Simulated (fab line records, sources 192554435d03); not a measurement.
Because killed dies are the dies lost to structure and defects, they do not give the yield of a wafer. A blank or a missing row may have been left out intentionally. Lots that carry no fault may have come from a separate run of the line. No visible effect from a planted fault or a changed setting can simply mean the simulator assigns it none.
Chamber matching || flow n5_finfet || 4 sister chambers for N5_BEOL_M15_VIA_ETCH_16 on rie_diel-01
The step etches SiO2 in C4F8/O2/Ar, target depth 1792.2 nm. 16 wafers are shown with their chamber, then 8 later ones without.

## WAFERS PAIRED WITH THEIR CHAMBERS
{"wafer": "L076.2", "chamber": 3, "rf_vpp_V (V)": 2224, "drypump_motor_current_A (A)": 6.3, "throttle_valve_pct (%)": 30.69}
{"wafer": "L076.3", "chamber": 1, "rf_vpp_V (V)": 2275, "drypump_motor_current_A (A)": 5.9, "throttle_valve_pct (%)": 30.75}
{"wafer": "L076.4", "chamber": 0, "rf_vpp_V (V)": 2222, "drypump_motor_current_A (A)": 5.8, "throttle_valve_pct (%)": 30.93}
{"wafer": "L082.1", "chamber": 1, "rf_vpp_V (V)": 2274, "drypump_motor_current_A (A)": 5.9, "throttle_valve_pct (%)": 30.77}
{"wafer": "L082.4", "chamber": 3, "rf_vpp_V (V)": 2224, "drypump_motor_current_A (A)": 6.3, "throttle_valve_pct (%)": 30.70}
{"wafer": "L082.5", "chamber": 0, "rf_vpp_V (V)": 2224, "drypump_motor_current_A (A)": 5.8, "throttle_valve_pct (%)": 30.94}
{"wafer": "L084.1", "chamber": 3, "rf_vpp_V (V)": 2225, "drypump_motor_current_A (A)": 6.4, "throttle_valve_pct (%)": 30.72}
{"wafer": "L084.2", "chamber": 1, "rf_vpp_V (V)": 2275, "drypump_motor_current_A (A)": 5.9, "throttle_valve_pct (%)": 30.78}
{"wafer": "L084.4", "chamber": 1, "rf_vpp_V (V)": 2275, "drypump_motor_current_A (A)": 5.9, "throttle_valve_pct (%)": 30.78}
{"wafer": "L090.1", "chamber": 0, "rf_vpp_V (V)": 2222, "drypump_motor_current_A (A)": 5.8, "throttle_valve_pct (%)": 30.95}
{"wafer": "L090.4", "chamber": 3, "rf_vpp_V (V)": 2223, "drypump_motor_current_A (A)": 6.3, "throttle_valve_pct (%)": 30.72}
{"wafer": "L090.5", "chamber": 3, "rf_vpp_V (V)": 2222, "drypump_motor_current_A (A)": 6.3, "throttle_valve_pct (%)": 30.72}
{"wafer": "L093.3", "chamber": 1, "rf_vpp_V (V)": 2273, "drypump_motor_current_A (A)": 5.9, "throttle_valve_pct (%)": 30.80}
{"wafer": "L093.4", "chamber": 0, "rf_vpp_V (V)": 2224, "drypump_motor_current_A (A)": 5.8, "throttle_valve_pct (%)": 30.95}
{"wafer": "L093.6", "chamber": 2, "rf_vpp_V (V)": 2321, "drypump_motor_current_A (A)": 5.7, "throttle_valve_pct (%)": 30.46}
{"wafer": "L094.1", "chamber": 0, "rf_vpp_V (V)": 2223, "drypump_motor_current_A (A)": 5.8, "throttle_valve_pct (%)": 30.97}

SIGNATURES (means of the wafers above)
{"reading": "rf_vpp_V", "chamber 0": 2223.00, "chamber 1": 2274.40, "chamber 2": 2321.00, "chamber 3": 2223.60, "scatter within a chamber": 1.02}
{"reading": "drypump_motor_current_A", "chamber 0": 5.800, "chamber 1": 5.900, "chamber 2": 5.700, "chamber 3": 6.320, "scatter within a chamber": 0.0258}
{"reading": "throttle_valve_pct", "chamber 0": 30.9480, "chamber 1": 30.7760, "chamber 2": 30.4600, "chamber 3": 30.7100, "scatter within a chamber": 0.0158}
Rule: for a wafer and a chamber, the distance is found by dividing, reading by reading, the gap between the wafer's reading and the chamber's mean by the reading's scatter, squaring, summing and taking the root. If the next closest chamber is less than 2 further off than the closest, the wafer can't be placed; otherwise it belongs to the closest. The scatter is the square root of a quotient: the sum, over the shown wafers, of each reading's squared deviation from its chamber's mean, divided by wafers minus chambers.

## WAFERS WITH NO CHAMBER GIVEN
{"wafer": "L094.4", "rf_vpp_V (V)": 2319, "drypump_motor_current_A (A)": 5.7, "throttle_valve_pct (%)": 30.47}
{"wafer": "L094.5", "rf_vpp_V (V)": 2222, "drypump_motor_current_A (A)": 6.3, "throttle_valve_pct (%)": 30.74}
{"wafer": "L096.3", "rf_vpp_V (V)": 2222, "drypump_motor_current_A (A)": 5.8, "throttle_valve_pct (%)": 30.96}
{"wafer": "L096.5", "rf_vpp_V (V)": 2220, "drypump_motor_current_A (A)": 5.8, "throttle_valve_pct (%)": 30.96}
{"wafer": "L096.6", "rf_vpp_V (V)": 2272, "drypump_motor_current_A (A)": 5.9, "throttle_valve_pct (%)": 30.80}
{"wafer": "L095.1", "rf_vpp_V (V)": 2320, "drypump_motor_current_A (A)": 5.7, "throttle_valve_pct (%)": 30.48}
{"wafer": "L095.4", "rf_vpp_V (V)": 2320, "drypump_motor_current_A (A)": 5.7, "throttle_valve_pct (%)": 30.48}
{"wafer": "L095.6", "rf_vpp_V (V)": 2272, "drypump_motor_current_A (A)": 5.9, "throttle_valve_pct (%)": 30.81}

## EACH ONE'S CHAMBER
{"wafer": "L094.4", "from the rows above": 2, "in truth": 2}
{"wafer": "L094.5", "from the rows above": 3, "in truth": 3}
{"wafer": "L096.3", "from the rows above": 0, "in truth": 0}
{"wafer": "L096.5", "from the rows above": 0, "in truth": 0}
{"wafer": "L096.6", "from the rows above": 1, "in truth": 1}
{"wafer": "L095.1", "from the rows above": 2, "in truth": 2}
{"wafer": "L095.4", "from the rows above": 2, "in truth": 2}
{"wafer": "L095.6", "from the rows above": 1, "in truth": 1}
Correct placement for 8 of the 8. Number that these rows cannot place: 0. Placed wrongly: 0.
